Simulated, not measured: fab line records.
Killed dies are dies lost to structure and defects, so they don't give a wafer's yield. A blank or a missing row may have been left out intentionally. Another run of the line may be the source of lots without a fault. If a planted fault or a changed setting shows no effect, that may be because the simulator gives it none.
8D (eight disciplines) problem report, filled in by code ; flow n5-finfet ; the parts of the form that need people (team, actions taken, sign-off) are left out

1. THE PROBLEM
HK_THK at N5_HKMG_FIN_THK_MEAS_70 reads a mean of 1.033 nm on 1 wafer of 1 lot; wafers without a fault read 1.589 nm with a standard deviation of 0.022. That puts it -25 standard deviations away from the usual mean.
The step: measures by xrf.
First observed at day 8 22:35: wafer L990.2, on film-metro-02. The record has a number at this step for 24 wafers belonging to 8 lots. By rule, "out" or "out of limits" means more than 4 standard deviations away from the usual mean. The rest of the wafers with a number are treated as sound.

2. WHAT IT IS; WHAT IT IS NOT
question;is;is not
which readings at this step;HK_THK;-
which lots;L990;L972, L973, L975, L978, L980, L982, L993
which wafers of those lots;L990.2;L990.4, L990.5
read on which gauges;film-metro-02;film-metro-01
when;from day 8 22:35;"up to then (20 sound wafers); but 3 sound wafers of L993 came after"

3. SUSPECTS, AND WHAT RULES EACH OUT
Counting: a tool at a process step up to the reading stays a suspect if it ran every lot that is out. Sound lots after the first of them don't rule it out here, since some wafers of a struck lot are sound.
- the gauge at N5_HKMG_FIN_THK_MEAS_70 has been ruled out. All the wafers that are out were read on film-metro-02, but those of them that N5_BEOL_M4_RC_MEAS_101 has rows for are out there too, on other tools.
- rie-diel-02 at N5_SDB_DESCUM_16 (chemistry O2, time 7.9 s): kept. It ran the lot that is out, L990 (day 8 14:05); its last sound lot up to then is L982 (day 6 14:32).
- rie-si-01 at N5_SDB_CUT_ETCH_26 (etches Si in HBr/Cl2/O2, target depth 129.6 nm, bt time 20 s, time 51.8 s): kept. It ran the lot that is out, L990 (day 8 15:10); its last sound lot up to then is L982 (day 6 15:22).
- rie-diel-04 at N5_DUMMY_REMOVAL_STRIP_10 (strips in N2/H2, time 40 s): kept. It ran the lot that is out, L990 (day 8 18:40); its last sound lot up to then is L980 (day 6 06:00).
- ald-hk-01 at N5_HKMG_FIN_HK_ALD_01 (deposits HfO2, target thk 1.6 nm, pulse time 3 s, purge time 3 s): kept. It ran the lot that is out, L990 (day 8 19:11); its last sound lot up to then is L982 (day 6 19:14).
- Within rie-si-01 at N5_SDB_CUT_ETCH_26: the wafers that are out ran in chamber 0; their sound lot-mates ran in chambers 1, 2.
- The sound lot-mates ran in chamber 1 of rie-diel-04 at N5_DUMMY_REMOVAL_STRIP_10, but the wafers that are out ran in chamber 0.
- Within ald-hk-01 at N5_HKMG_FIN_HK_ALD_01: the wafers that are out ran in chamber 1; their sound lot-mates ran in chambers 0, 2.
Left after counting: rie-diel-02 at N5_SDB_DESCUM_16, rie-si-01 at N5_SDB_CUT_ETCH_26, rie-diel-04 at N5_DUMMY_REMOVAL_STRIP_10, ald-hk-01 at N5_HKMG_FIN_HK_ALD_01.

4. THE CAUSE (what the simulator had put in)
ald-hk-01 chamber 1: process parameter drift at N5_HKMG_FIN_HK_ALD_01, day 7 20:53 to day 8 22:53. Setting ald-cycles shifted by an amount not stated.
Of the 4 suspects that counting leaves, this tool is one.

5. SEQUENCE OF EFFECTS, ordered by route
Each row: a reading whose mean over the struck wafers that have a number lies more than 3 standard deviations from the usual. Only readings for which the record gives a usual standard deviation are gone through. hours: the time from each lot's start at the first step in this table that gives one to its start at this step, as a median over the lots. sigmas: the change in usual standard deviations.
hours;step;reading;usual;on struck wafers;change;sigmas
0;N5_HKMG_FIN_THK_MEAS_70;HK_THK;1.589 nm;1.033;-0.556;-25
94;N5_BEOL_M4_RC_MEAS_101;EOT_N;10.52;9.48;-1.04;-11
94;N5_BEOL_M4_RC_MEAS_101;EOT_P;10.48;9.45;-1.03;-11
94;N5_BEOL_M4_RC_MEAS_101;IGATE_N;0.0128 nA/um;0.6274;+0.6146;+99 or more
94;N5_BEOL_M4_RC_MEAS_101;IGATE_P;0.0038 nA/um;0.1957;+0.1919;+99 or more
210;N5_PASSIVATION_PROBE_49;sort_bin_4_leakage;0.00 %;90.08;+90.08;+99 or more
210;N5_PASSIVATION_PROBE_49;sort-n-pass;1076;0;-1076;-63
210;N5_PASSIVATION_PROBE_49;sort-yield-pct;91.2 %;0.0;-91.2;-61
It contains these process steps:
- N5_PASSIVATION_PROBE_49

6. WHAT WOULD HAVE CAUGHT IT SOONER
The first out-of-limits reading at a measuring or inspecting step in this record came at day 8 22:35, 26 hours after the fault's start at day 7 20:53.
An alarm limit of 4 standard deviations would not have fired on the tool readings at N5_HKMG_FIN_HK_ALD_01 for which the record gives a usual standard deviation, since none of them was out on any struck wafer.
By day 8 22:35, every lot that is out (1) had started N5_HKMG_FIN_HK_ALD_01 on ald-hk-01. Tool hold at that time: it would have spared none of them.
